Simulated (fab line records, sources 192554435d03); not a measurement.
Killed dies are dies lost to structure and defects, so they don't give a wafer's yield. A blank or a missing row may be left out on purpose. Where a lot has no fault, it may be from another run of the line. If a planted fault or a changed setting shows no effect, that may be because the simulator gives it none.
Matching of chambers + flow n5_finfet + rie_si-05 running N5_FIN_CUT_CUT_ETCH_28: 4 sister chambers
The step etches Si in HBr/Cl2/O2, target depth 6 nm, time 2.4 s. 18 wafers are shown with their chamber, then 9 later ones without.

== WAFERS PAIRED WITH THEIR CHAMBERS ==
| wafer  | chamber | throttle_valve_pct (%) | drypump_motor_current_A (A) | oes_product_au (a.u.) |
|--------|---------|------------------------|-----------------------------|-----------------------|
| L076.1 | 1       | 36.6                   | 5.9                         | 1.023                 |
| L076.3 | 0       | 36.9                   | 5.8                         | 1.005                 |
| L076.4 | 3       | 37.0                   | 5.7                         | 0.981                 |
| L077.2 | 0       | 36.9                   | 5.8                         | 1.012                 |
| L077.4 | 2       | 37.9                   | 6.4                         | 0.997                 |
| L077.5 | 0       | 37.0                   | 5.8                         | 1.006                 |
| L079.2 | 3       | 37.0                   | 5.7                         | 0.981                 |
| L079.3 | 0       | 36.9                   | 5.8                         | 1.005                 |
| L079.5 | 3       | 37.0                   | 5.7                         | 0.977                 |
| L084.1 | 1       | 36.6                   | 5.9                         | 1.029                 |
| L084.2 | 0       | 37.0                   | 5.8                         | 1.000                 |
| L084.4 | 2       | 37.9                   | 6.4                         | 0.999                 |
| L089.4 | 0       | 36.9                   | 5.8                         | 1.000                 |
| L089.5 | 0       | 37.0                   | 5.8                         | 1.002                 |
| L089.6 | 1       | 36.6                   | 5.9                         | 1.022                 |
| L091.1 | 2       | 37.9                   | 6.5                         | 1.000                 |
| L091.4 | 1       | 36.5                   | 5.8                         | 1.023                 |
| L091.5 | 0       | 36.9                   | 5.8                         | 1.008                 |

SIGNATURES, as means of the wafers listed above
| reading                 | chamber 0 | chamber 1 | chamber 2 | chamber 3 | scatter within a chamber |
|-------------------------|-----------|-----------|-----------|-----------|--------------------------|
| throttle_valve_pct      | 36.938    | 36.575    | 37.900    | 37.000    | 0.0433                   |
| drypump_motor_current_A | 5.800     | 5.875     | 6.433     | 5.700     | 0.0318                   |
| oes_product_au          | 1.00475   | 1.02425   | 0.99867   | 0.97967   | 0.00342                  |
Rule: for a wafer and a chamber, the distance is found by dividing, reading by reading, the gap between the wafer's reading and the chamber's mean by the reading's scatter, squaring, summing and taking the root. The wafer belongs to the nearest chamber; if the next one is less than 2 further off, it can't be placed. The scatter: the root of (the sum of the squares of (reading less its chamber's mean) over the shown wafers, divided by (wafers less chambers)).

== WAFERS MISSING THEIR CHAMBER ==
| wafer  | throttle_valve_pct (%) | drypump_motor_current_A (A) | oes_product_au (a.u.) |
|--------|------------------------|-----------------------------|-----------------------|
| L093.2 | 36.6                   | 5.9                         | 1.022                 |
| L093.4 | 36.9                   | 5.9                         | 1.000                 |
| L093.6 | 37.0                   | 5.7                         | 0.980                 |
| L095.1 | 37.0                   | 5.7                         | 0.972                 |
| L095.5 | 36.6                   | 5.9                         | 1.021                 |
| L095.6 | 37.0                   | 5.8                         | 1.005                 |
| L097.1 | 36.6                   | 5.9                         | 1.028                 |
| L097.3 | 37.0                   | 5.9                         | 0.998                 |
| L097.5 | 36.9                   | 5.8                         | 1.004                 |

== CHAMBER TAKEN BY EACH ==
| wafer  | from the rows above | in truth |
|--------|---------------------|----------|
| L093.2 | 1                   | 1        |
| L093.4 | 0                   | 0        |
| L093.6 | 3                   | 3        |
| L095.1 | 3                   | 3        |
| L095.5 | 1                   | 1        |
| L095.6 | 0                   | 0        |
| L097.1 | 1                   | 1        |
| L097.3 | 0                   | 0        |
| L097.5 | 0                   | 0        |
Correct placement for 9 of the 9. Left unplaced by these rows: 0. 0 placed wrongly.
